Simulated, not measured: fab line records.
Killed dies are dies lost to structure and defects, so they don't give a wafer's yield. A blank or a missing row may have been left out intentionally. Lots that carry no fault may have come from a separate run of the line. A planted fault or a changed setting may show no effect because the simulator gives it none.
Which tool is to blame? :: flow nand harc :: 24 lots with 72 wafers sampled at 4 steps, on a route of 1159 steps

WHAT THE GAUGES READ, wafer by wafer
NHARC_A_SGD_CUT_THK_MEAS_22: measures by ellipsometry. Usual: thk nm reads 147.8 nm (standard deviation 1.5).
lot: L075
measured: day 14 11:17
on: film metro-01
thk nm (nm): 148.0 150.4 148.6
flag: 

lot: L074
measured: day 14 11:18
on: film metro-02
thk nm (nm): 147.6 150.3 149.4
flag: 

lot: L078
measured: day 14 19:52
on: film metro-01
thk nm (nm): 147.4 147.4 144.7
flag: 

lot: L077
measured: day 14 19:52
on: film metro-02
thk nm (nm): 148.1 148.1 149.8
flag: 

lot: L076
measured: day 15 06:42
on: film metro-01
thk nm (nm): 145.5 146.2 146.5
flag: 

lot: L079
measured: day 15 06:42
on: film metro-02
thk nm (nm): 147.1 147.1 148.3
flag: 

lot: L081
measured: day 16 03:46
on: film metro-02
thk nm (nm): 147.8 149.0 151.2
flag: 

lot: L080
measured: day 16 03:46
on: film metro-01
thk nm (nm): 148.7 148.5 148.8
flag: 

lot: L084
measured: day 16 03:46
on: film metro-01
thk nm (nm): 149.7 145.7 150.2
flag: 

lot: L083
measured: day 16 06:37
on: film metro-02
thk nm (nm): 148.6 148.4 148.0
flag: 

lot: L082
measured: day 16 06:37
on: film metro-01
thk nm (nm): 149.3 148.2 148.3
flag: 

lot: L087
measured: day 17 08:17
on: film metro-01
thk nm (nm): 143.8 149.0 148.0
flag: 

lot: L088
measured: day 17 08:17
on: film metro-02
thk nm (nm): 148.0 147.7 144.8
flag: 

lot: L086
measured: day 17 21:39
on: film metro-01
thk nm (nm): 147.6 149.2 149.1
flag: 

lot: L085
measured: day 17 21:39
on: film metro-02
thk nm (nm): 147.1 143.4 148.5
flag: 

lot: L092
measured: day 18 05:20
on: film metro-01
thk nm (nm): 149.8 148.2 148.7
flag: 

lot: L091
measured: day 18 05:20
on: film metro-01
thk nm (nm): 148.0 146.3 146.7
flag: 

lot: L090
measured: day 18 05:20
on: film metro-02
thk nm (nm): 145.3 151.7 148.9
flag: 

lot: L089
measured: day 18 05:28
on: film metro-02
thk nm (nm): 147.8 149.5 147.8
flag: 

lot: L095
measured: day 19 03:51
on: film metro-02
thk nm (nm): 145.3 149.4 144.9
flag: 

lot: L096
measured: day 19 03:52
on: film metro-01
thk nm (nm): 148.7 147.3 147.6
flag: 

lot: L094
measured: day 19 03:51
on: film metro-01
thk nm (nm): 148.4 149.8 147.7
flag: 

lot: L093
measured: day 19 04:00
on: film metro-02
thk nm (nm): 147.3 148.8 147.1
flag: 

lot: L097
measured: day 20 00:03
on: film metro-01
thk nm (nm): 148.7 147.6 145.3
flag: 

NHARC_A_SLIT_INSPECT_11. Usual: raw defect count reads 20 (standard deviation 8.6).
lot: L075
measured: day 14 15:12
on: defect inspect-02
raw defect count: 18 17 22
flag: 

lot: L074
measured: day 14 14:50
on: defect inspect-02
raw defect count: 5 5 7
flag: 

lot: L078
measured: day 14 23:32
on: defect inspect-01
raw defect count: 22 25 17
flag: 

lot: L077
measured: day 15 00:27
on: defect inspect-02
raw defect count: 16 11 8
flag: 

lot: L076
measured: day 15 13:43
on: defect inspect-01
raw defect count: 24 18 30
flag: 

lot: L079
measured: day 15 12:09
on: defect inspect-01
raw defect count: 11 18 13
flag: 

lot: L081
measured: day 16 07:15
on: defect inspect-01
raw defect count: 29 19 24
flag: 

lot: L080
measured: day 16 07:44
on: defect inspect-02
raw defect count: 13 12 17
flag: 

lot: L084
measured: day 16 07:28
on: defect inspect-02
raw defect count: 18 10 15
flag: 

lot: L083
measured: day 16 11:14
on: defect inspect-02
raw defect count: 35 21 29
flag: 

lot: L082
measured: day 16 11:30
on: defect inspect-02
raw defect count: 27 28 22
flag: 

lot: L087
measured: day 17 12:38
on: defect inspect-01
raw defect count: 28 32 30
flag: 

lot: L088
measured: day 17 12:21
on: defect inspect-01
raw defect count: 12 16 15
flag: 

lot: L086
measured: day 18 01:30
on: defect inspect-02
raw defect count: 14 11 16
flag: 

lot: L085
measured: day 18 02:32
on: defect inspect-01
raw defect count: 23 34 21
flag: 

lot: L092
measured: day 18 10:14
on: defect inspect-01
raw defect count: 29 28 40
flag: 

lot: L091
measured: day 18 12:11
on: defect inspect-02
raw defect count: 10 9 14
flag: 

lot: L090
measured: day 18 09:55
on: defect inspect-01
raw defect count: 14 10 12
flag: 

lot: L089
measured: day 18 13:46
on: defect inspect-01
raw defect count: 28 15 27
flag: 

lot: L095
measured: day 19 07:49
on: defect inspect-02
raw defect count: 18 11 12
flag: 

lot: L096
measured: day 19 08:43
on: defect inspect-02
raw defect count: 14 16 18
flag: 

lot: L094
measured: day 19 08:33
on: defect inspect-01
raw defect count: 22 26 25
flag: 

lot: L093
measured: day 19 09:41
on: defect inspect-01
raw defect count: 28 42 25
flag: 

lot: L097
measured: day 20 05:07
on: defect inspect-02
raw defect count: 15 16 15
flag: 

WHAT TOOL EACH LOT RAN ON (gives the tool, then ch and the chambers of the sampled wafers, and finally the start)
lot: L075
NHARC_A_SGD_CUT_STRIP_17: rie diel-07 ch 0,1,2, day 14 11:17 or earlier
NHARC_A_SLIT_DEP_23: pecvd-02 ch 0,1,2, day 14 14:24

lot: L074
NHARC_A_SGD_CUT_STRIP_17: rie diel-03 ch 0,1,3, day 14 11:18 or earlier
NHARC_A_SLIT_DEP_23: pecvd-01 ch 0,1,2, day 14 14:09

lot: L078
NHARC_A_SGD_CUT_STRIP_17: rie diel-04 ch 1,2,3, day 14 19:52 or earlier
NHARC_A_SLIT_DEP_23: pecvd-03 ch 1,2, day 14 22:47

lot: L077
NHARC_A_SGD_CUT_STRIP_17: rie diel-04 ch 0,2,3, day 14 19:52 or earlier
NHARC_A_SLIT_DEP_23: pecvd-01 ch 0,1,2, day 14 23:40

lot: L076
NHARC_A_SGD_CUT_STRIP_17: rie diel-04 ch 0,1,2, day 15 06:42 or earlier
NHARC_A_SLIT_DEP_23: pecvd-01 ch 0,2, day 15 13:00

lot: L079
NHARC_A_SGD_CUT_STRIP_17: rie diel-03 ch 0,1, day 15 06:42 or earlier
NHARC_A_SLIT_DEP_23: pecvd-02 ch 1,2, day 15 11:23

lot: L081
NHARC_A_SGD_CUT_STRIP_17: rie diel-07 ch 1,2, day 16 03:46 or earlier
NHARC_A_SLIT_DEP_23: pecvd-01 ch 0,1, day 16 06:34

lot: L080
NHARC_A_SGD_CUT_STRIP_17: rie diel-04 ch 0,1, day 16 03:46 or earlier
NHARC_A_SLIT_DEP_23: pecvd-03 ch 0,1,2, day 16 06:58

lot: L084
NHARC_A_SGD_CUT_STRIP_17: rie diel-03 ch 0,1,3, day 16 03:46 or earlier
NHARC_A_SLIT_DEP_23: pecvd-02 ch 0,1,2, day 16 06:45

lot: L083
NHARC_A_SGD_CUT_STRIP_17: rie diel-04 ch 2,3, day 16 06:37 or earlier
NHARC_A_SLIT_DEP_23: pecvd-03 ch 1,2, day 16 10:34

lot: L082
NHARC_A_SGD_CUT_STRIP_17: rie diel-07 ch 0,1, day 16 06:37 or earlier
NHARC_A_SLIT_DEP_23: pecvd-02 ch 1,2, day 16 10:49

lot: L087
NHARC_A_SGD_CUT_STRIP_17: rie diel-07 ch 2,3, day 17 08:17 or earlier
NHARC_A_SLIT_DEP_23: pecvd-02 ch 0,1,2, day 17 11:52

lot: L088
NHARC_A_SGD_CUT_STRIP_17: rie diel-04 ch 0,1, day 17 08:17 or earlier
NHARC_A_SLIT_DEP_23: pecvd-02 ch 1,2, day 17 11:41

lot: L086
NHARC_A_SGD_CUT_STRIP_17: rie diel-04 ch 0,1, day 17 21:39 or earlier
NHARC_A_SLIT_DEP_23: pecvd-02 ch 0,2, day 18 00:41

lot: L085
NHARC_A_SGD_CUT_STRIP_17: rie diel-04 ch 0,1, day 17 21:39 or earlier
NHARC_A_SLIT_DEP_23: pecvd-01 ch 0,1, day 18 01:50

lot: L092
NHARC_A_SGD_CUT_STRIP_17: rie diel-03 ch 0,1, day 18 05:20 or earlier
NHARC_A_SLIT_DEP_23: pecvd-02 ch 0,1,2, day 18 09:28

lot: L091
NHARC_A_SGD_CUT_STRIP_17: rie diel-04 ch 0,1,2, day 18 05:20 or earlier
NHARC_A_SLIT_DEP_23: pecvd-02 ch 0,1,2, day 18 11:30

lot: L090
NHARC_A_SGD_CUT_STRIP_17: rie diel-04 ch 1,3, day 18 05:20 or earlier
NHARC_A_SLIT_DEP_23: pecvd-03 ch 1,2, day 18 09:07

lot: L089
NHARC_A_SGD_CUT_STRIP_17: rie diel-03 ch 1,2,3, day 18 05:28 or earlier
NHARC_A_SLIT_DEP_23: pecvd-03 ch 0,2, day 18 12:59

lot: L095
NHARC_A_SGD_CUT_STRIP_17: rie diel-04 ch 1,2, day 19 03:51 or earlier
NHARC_A_SLIT_DEP_23: pecvd-03 ch 0,1,2, day 19 07:02

lot: L096
NHARC_A_SGD_CUT_STRIP_17: rie diel-03 ch 1,3, day 19 03:52 or earlier
NHARC_A_SLIT_DEP_23: pecvd-02 ch 0,1,2, day 19 07:51

lot: L094
NHARC_A_SGD_CUT_STRIP_17: rie diel-03 ch 1,2,3, day 19 03:51 or earlier
NHARC_A_SLIT_DEP_23: pecvd-01 ch 0,2, day 19 07:44

lot: L093
NHARC_A_SGD_CUT_STRIP_17: rie diel-07 ch 0,2,3, day 19 04:00 or earlier
NHARC_A_SLIT_DEP_23: pecvd-02 ch 0,1,2, day 19 09:02

lot: L097
NHARC_A_SGD_CUT_STRIP_17: rie diel-03 ch 0,2,3, day 20 00:03 or earlier
NHARC_A_SLIT_DEP_23: pecvd-01 ch 0,2, day 20 04:19
- NHARC_A_SGD_CUT_STRIP_17: strips in O2.
- NHARC_A_SLIT_DEP_23: deposits SiON, target thk 100 nm.

AS READ BY THE TOOLS THEMSELVES (means over the sampled wafers that have a number; for cases with no such wafer, the mark the record gives instead)
NHARC_A_SGD_CUT_STRIP_17. Usual: chamber pressure mTorr 60.00 mTorr, standard deviation 0.054; drypump motor current A 5.71 A, standard deviation 0.26; o2 flow sccm 499.9 sccm, standard deviation 1.5; oes product au 1.002 a.u., standard deviation 0.015; rf vpp V 57.7 V, standard deviation 1; showerhead plenum p Torr 3.51 Torr, standard deviation 0.15; throttle valve pct 17.035 %, standard deviation 0.0089.
lot: L075
tool: rie diel-07
chamber pressure mTorr (mTorr): 60.02
drypump motor current A (A): 5.94
o2 flow sccm (sccm): 498.8
oes product au (a.u.): 0.979
rf vpp V (V): 57.3
showerhead plenum p Torr (Torr): 3.45
throttle valve pct (%): 17.038
flag: 

lot: L074
tool: rie diel-03
chamber pressure mTorr (mTorr): 59.99
drypump motor current A (A): 5.82
o2 flow sccm (sccm): 499.3
oes product au (a.u.): 1.007
rf vpp V (V): 57.5
showerhead plenum p Torr (Torr): 3.46
throttle valve pct (%): 17.037
flag: 

lot: L078
tool: rie diel-04
chamber pressure mTorr (mTorr): 60.02
drypump motor current A (A): 5.55
o2 flow sccm (sccm): 499.9
oes product au (a.u.): 1.016
rf vpp V (V): 57.0
showerhead plenum p Torr (Torr): 3.51
throttle valve pct (%): 17.039
flag: 

lot: L077
tool: rie diel-04
chamber pressure mTorr (mTorr): 59.97
drypump motor current A (A): 5.53
o2 flow sccm (sccm): 499.5
oes product au (a.u.): 1.005
rf vpp V (V): 58.4
showerhead plenum p Torr (Torr): 3.64
throttle valve pct (%): 17.030
flag: 

lot: L076
tool: rie diel-04
chamber pressure mTorr (mTorr): 59.98
drypump motor current A (A): 5.54
o2 flow sccm (sccm): 500.5
oes product au (a.u.): 1.008
rf vpp V (V): 57.2
showerhead plenum p Torr (Torr): 3.49
throttle valve pct (%): 17.028
flag: 

lot: L079
tool: rie diel-03
chamber pressure mTorr (mTorr): 59.98
drypump motor current A (A): 5.61
o2 flow sccm (sccm): 500.7
oes product au (a.u.): 0.998
rf vpp V (V): 57.9
showerhead plenum p Torr (Torr): 3.42
throttle valve pct (%): 17.030
flag: 

lot: L081
tool: rie diel-07
chamber pressure mTorr (mTorr): 59.97
drypump motor current A (A): 5.99
o2 flow sccm (sccm): 500.6
oes product au (a.u.): 0.986
rf vpp V (V): 57.5
showerhead plenum p Torr (Torr): 3.46
throttle valve pct (%): 17.039
flag: 

lot: L080
tool: rie diel-04
chamber pressure mTorr (mTorr): 59.99
drypump motor current A (A): 5.68
o2 flow sccm (sccm): 499.4
oes product au (a.u.): 0.994
rf vpp V (V): 58.0
showerhead plenum p Torr (Torr): 3.55
throttle valve pct (%): 17.038
flag: 

lot: L084
tool: rie diel-03
chamber pressure mTorr (mTorr): 60.01
drypump motor current A (A): 5.80
o2 flow sccm (sccm): 498.9
oes product au (a.u.): 1.000
rf vpp V (V): 57.9
showerhead plenum p Torr (Torr): 3.46
throttle valve pct (%): 17.035
flag: 

lot: L083
tool: rie diel-04
chamber pressure mTorr (mTorr): 59.97
drypump motor current A (A): 5.40
o2 flow sccm (sccm): 498.9
oes product au (a.u.): 1.017
rf vpp V (V): 58.6
showerhead plenum p Torr (Torr): 3.57
throttle valve pct (%): 17.041
flag: 

lot: L082
tool: rie diel-07
chamber pressure mTorr (mTorr): 60.05
drypump motor current A (A): 5.86
o2 flow sccm (sccm): 501.4
oes product au (a.u.): 0.980
rf vpp V (V): 57.3
showerhead plenum p Torr (Torr): 3.56
throttle valve pct (%): 17.022
flag: 

lot: L087
tool: rie diel-07
chamber pressure mTorr (mTorr): 59.96
drypump motor current A (A): 5.89
o2 flow sccm (sccm): 500.1
oes product au (a.u.): 0.992
rf vpp V (V): 57.9
showerhead plenum p Torr (Torr): 3.40
throttle valve pct (%): 17.036
flag: 

lot: L088
tool: rie diel-04
chamber pressure mTorr (mTorr): 60.05
drypump motor current A (A): 5.68
o2 flow sccm (sccm): 499.4
oes product au (a.u.): 1.000
rf vpp V (V): 57.6
showerhead plenum p Torr (Torr): 3.55
throttle valve pct (%): 17.029
flag: 

lot: L086
tool: rie diel-04
chamber pressure mTorr (mTorr): 59.99
drypump motor current A (A): 5.69
o2 flow sccm (sccm): 500.0
oes product au (a.u.): 1.007
rf vpp V (V): 58.1
showerhead plenum p Torr (Torr): 3.55
throttle valve pct (%): 17.035
flag: 

lot: L085
tool: rie diel-04
chamber pressure mTorr (mTorr): 59.95
drypump motor current A (A): 5.65
o2 flow sccm (sccm): 502.1
oes product au (a.u.): 1.009
rf vpp V (V): 57.5
showerhead plenum p Torr (Torr): 3.55
throttle valve pct (%): 17.041
flag: 

lot: L092
tool: rie diel-03
chamber pressure mTorr (mTorr): 60.02
drypump motor current A (A): 5.78
o2 flow sccm (sccm): 500.1
oes product au (a.u.): 0.996
rf vpp V (V): 57.8
showerhead plenum p Torr (Torr): 3.41
throttle valve pct (%): 17.041
flag: 

lot: L091
tool: rie diel-04
chamber pressure mTorr (mTorr): 59.98
drypump motor current A (A): 5.55
o2 flow sccm (sccm): 498.8
oes product au (a.u.): 1.014
rf vpp V (V): 57.8
showerhead plenum p Torr (Torr): 3.49
throttle valve pct (%): 17.035
flag: 

lot: L090
tool: rie diel-04
chamber pressure mTorr (mTorr): 60.02
drypump motor current A (A): 5.69
o2 flow sccm (sccm): 501.2
oes product au (a.u.): 1.012
rf vpp V (V): 57.8
showerhead plenum p Torr (Torr): 3.59
throttle valve pct (%): 17.025
flag: 

lot: L089
tool: rie diel-03
chamber pressure mTorr (mTorr): 59.99
drypump motor current A (A): 5.98
o2 flow sccm (sccm): 500.5
oes product au (a.u.): 1.007
rf vpp V (V): 58.0
showerhead plenum p Torr (Torr): 3.51
throttle valve pct (%): 17.039
flag: 

lot: L095
tool: rie diel-04
chamber pressure mTorr (mTorr): 59.98
drypump motor current A (A): 5.42
o2 flow sccm (sccm): 498.6
oes product au (a.u.): 1.021
rf vpp V (V): 56.9
showerhead plenum p Torr (Torr): 3.43
throttle valve pct (%): 17.030
flag: 

lot: L096
tool: rie diel-03
chamber pressure mTorr (mTorr): 59.94
drypump motor current A (A): 6.03
o2 flow sccm (sccm): 499.9
oes product au (a.u.): 1.000
rf vpp V (V): 57.8
showerhead plenum p Torr (Torr): 3.50
throttle valve pct (%): 17.041
flag: 

lot: L094
tool: rie diel-03
chamber pressure mTorr (mTorr): 60.04
drypump motor current A (A): 6.00
o2 flow sccm (sccm): 499.8
oes product au (a.u.): 1.008
rf vpp V (V): 58.0
showerhead plenum p Torr (Torr): 3.51
throttle valve pct (%): 17.028
flag: 

lot: L093
tool: rie diel-07
chamber pressure mTorr (mTorr): 59.95
drypump motor current A (A): 5.82
o2 flow sccm (sccm): 500.0
oes product au (a.u.): 0.987
rf vpp V (V): 58.4
showerhead plenum p Torr (Torr): 3.38
throttle valve pct (%): 17.037
flag: 

lot: L097
tool: rie diel-03
chamber pressure mTorr (mTorr): 59.96
drypump motor current A (A): 5.77
o2 flow sccm (sccm): 499.5
oes product au (a.u.): 0.999
rf vpp V (V): 58.8
showerhead plenum p Torr (Torr): 3.51
throttle valve pct (%): 17.027
flag: 

NHARC_A_SLIT_DEP_23. Usual: heater power w reads 712 W (standard deviation 95).
lot: L075
tool: pecvd-02
heater power w (W): 696
flag: 

lot: L074
tool: pecvd-01
heater power w (W): 730
flag: 

lot: L078
tool: pecvd-03
heater power w (W): 802
flag: 

lot: L077
tool: pecvd-01
heater power w (W): 698
flag: 

lot: L076
tool: pecvd-01
heater power w (W): 710
flag: 

lot: L079
tool: pecvd-02
heater power w (W): 627
flag: 

lot: L081
tool: pecvd-01
heater power w (W): 714
flag: 

lot: L080
tool: pecvd-03
heater power w (W): 720
flag: 

lot: L084
tool: pecvd-02
heater power w (W): 675
flag: 

lot: L083
tool: pecvd-03
heater power w (W): 795
flag: 

lot: L082
tool: pecvd-02
heater power w (W): 671
flag: 

lot: L087
tool: pecvd-02
heater power w (W): 667
flag: 

lot: L088
tool: pecvd-02
heater power w (W): 616
flag: 

lot: L086
tool: pecvd-02
heater power w (W): 799
flag: 

lot: L085
tool: pecvd-01
heater power w (W): 695
flag: 

lot: L092
tool: pecvd-02
heater power w (W): 740
flag: 

lot: L091
tool: pecvd-02
heater power w (W): 691
flag: 

lot: L090
tool: pecvd-03
heater power w (W): 749
flag: 

lot: L089
tool: pecvd-03
heater power w (W): 730
flag: 

lot: L095
tool: pecvd-03
heater power w (W): 741
flag: 

lot: L096
tool: pecvd-02
heater power w (W): 712
flag: 

lot: L094
tool: pecvd-01
heater power w (W): 709
flag: 

lot: L093
tool: pecvd-02
heater power w (W): 743
flag: 

lot: L097
tool: pecvd-01
heater power w (W): 667
flag: 

THE ANSWER, worked out from the rows above alone
Rule: lot off if the mean of its wafers having a number is beyond 3 standard deviations from the usual mean. A lot without any number at a reading at which 4 lots or more have one is off too. All remaining lots with rows at the step are treated as sound. First the gauges in route order, then the tools' own readings, where a lot's mean is used as printed above. At the first step where some lot is off, the reading lying furthest off is the one used; lots without a number count as furthest.
None of the lots is off at any reading shown; this tells nothing.

WHAT THE SIMULATOR HAD INSERTED
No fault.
